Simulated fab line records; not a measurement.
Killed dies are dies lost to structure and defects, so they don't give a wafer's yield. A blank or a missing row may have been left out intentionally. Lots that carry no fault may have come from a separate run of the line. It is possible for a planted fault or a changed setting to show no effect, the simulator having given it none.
A struck lot beside a sound one -- flow n5 finfet -- 36 out of 1938 route steps
Sound: the wafers L952.1, L952.6. Struck: wafers L941.1, L941.6 (left out: L941.5, a lot-mate that was not struck); the cause follows at the end.
Order at every step that has rows: each side's tool, ch and its chambers, its first start. Under that, the readings that differ: sound wafers -- struck wafers -- difference of the means -- sigmas: that difference in standard deviations of wafers without a fault.
alike: readings whose means differ by less than 2 such deviations, and words and numbers that are the same on both sides. not compared: withheld readings, readings that some wafer has no value for, bounds like >300 that may hide the same value, and numbers for which the record gives no deviation and whose values overlap.
The two part at a step that has a row with sigmas, a row that says differs or no value, or rows on one side only. When numbers do not overlap yet have no deviation, they are printed without sigmas and do not part them. A reading that every wafer of one side lacks parts them only if that side has two wafers or more.

first, 11 steps without rows for these wafers: N5_GATE_CUT_DESCUM_18 (chemistry O2, time 7 s); N5_GATE_CUT_ETCH_28 (etches underlayer in N2/H2, target depth 13 nm, time 10.4 s); N5_GATE_CUT_ETCH_36 (etches SiARC in CF4, target depth 13 nm, time 21.7 s); N5_GATE_CUT_ETCH_37 (etches SOC in N2/H2, target depth 60 nm, overetch 12 nm, time 90 s); N5_GATE_CUT_STRIP_38 (strips in N2/H2); N5_GATE_CUT_STRIP_39 (strips in N2/H2); N5_GATE_CUT_HM_OPEN_40 (chemistry C4F6/O2, target SiO2, target depth 139 nm, time 85.1 s); N5_GATE_CUT_STRIP_41 (strips in CF4); N5_GATE_CUT_STRIP_42 (strips in O2); N5_GATE_CUT_ETCH_19 (etches SiNx in CH3F/O2, target depth 53.7 nm, time 76.7 s); N5_GATE_CUT_CUT_ETCH_53 (etches W in SF6/Cl2, target depth 79.2 nm).
N5_GATE_CUT_CUT_ETCH_54: etches TiN in Cl2/BCl3, target depth 96.7 nm.
  sound on rie metal-03 ch 1, day 10 10:14; struck on rie metal-03 ch 0, day 7 03:17
  alike: drypump motor current A, etch rf on time s, mfc cl2 sccm, oes product au, throttle valve pct
  not compared: rf hours counter h
then, 23 steps without rows for these wafers: N5_GATE_CUT_CUT_ETCH_55 (etches HfO2 in BCl3, target depth 3.2 nm); N5_GATE_CUT_ETCH_47 (etches SiO2 in Cl2/BCl3, target depth 10 nm); N5_GATE_CUT_VAPOR_ETCH_48 (etches TiN in BCl3/Cl2); N5_GATE_CUT_VAPOR_ETCH_49 (etches TiAlC in BCl3/Cl2); N5_GATE_CUT_VAPOR_ETCH_51 (etches HfO2 in BCl3/Cl2); N5_GATE_CUT_STRIP_21 (strips in N2/H2, time 30 s); N5_GATE_CUT_STRIP_29 (strips in post etch residue remover, time 60 s); N5_GATE_CUT_SRD_52 (time 30 s); N5_GATE_CUT_ALD_22 (deposits SiNx, target thk 16 nm, pulse time 1 s, ald cycles 320); N5_GATE_CUT_CMP_23 (polishes, stops on SiO2, t overpolish 23.4 s, target thk 16 nm); N5_GATE_CUT_CMP_43 (polishes SiO2); N5_GATE_CUT_CMP_61 (polishes, stops on SiNx, t overpolish 3 s); N5_MOL_CONTACT_COAG_COAT_103 (time 60 s, resist thk 80 nm); N5_MOL_CONTACT_COAG_COAT_104 (time 60 s, resist thk 12 nm); N5_MOL_CONTACT_COAG_COAT_58 (time 60 s, resist thk 10 nm); N5_MOL_CONTACT_COAG_COAT_02 (resist thk 30 nm); N5_MOL_CONTACT_COAG_EBR_04; N5_MOL_CONTACT_COAG_SOFTBAKE_03 (time 60 s); N5_MOL_CONTACT_COAG_EXPOSE_05 (exposes mask CA, defocus 0 nm); N5_MOL_CONTACT_COAG_PEB_06 (peb time 60 s); N5_MOL_CONTACT_COAG_DEVELOP_07 (develop time 30 s); N5_MOL_CONTACT_COAG_DESCUM_13 (chemistry O2, time 7 s); N5_MOL_CONTACT_COAG_ETCH_59 (etches underlayer in N2/H2, target depth 13 nm, time 10.4 s).
-- the record jumps here: 8 days lie between the struck wafers' starts before and after (it left off in module MOL_CONTACT_COAG and takes up again in module PASSIVATION, whose first step shown is number 1936 of the route) --
N5_PASSIVATION_PROBE_49:
  sound on prober-01, day 18 06:06; struck on prober-01, day 15 06:06
reading,sound,struck,difference,sigmas
defect limited yield (%),91.2 91.9,85.9 83.7,-6.8,-5
killed at front end,46 41,123 140,+88,+9
killed dies,104 96,166 192,+79,+5
sort_bin_5_function (%),5.3 4.9,8.5 11.3,+4.8,+5
sort n pass,1076 1084,1014 988,-79,-5
sort yield pct (%),91.2 91.9,85.9 83.7,-6.8,-5
  alike: killed_at_M0_to_M3, killed_at_M4_up, killed at contacts, killed at other, killed on rim, killed open, killed short, sort_bin_6_memory, sort_bin_8_speed

## WHERE THEY PART
At N5_PASSIVATION_PROBE_49 and nowhere else, as far as this record goes.

WHY: what the simulator had put in
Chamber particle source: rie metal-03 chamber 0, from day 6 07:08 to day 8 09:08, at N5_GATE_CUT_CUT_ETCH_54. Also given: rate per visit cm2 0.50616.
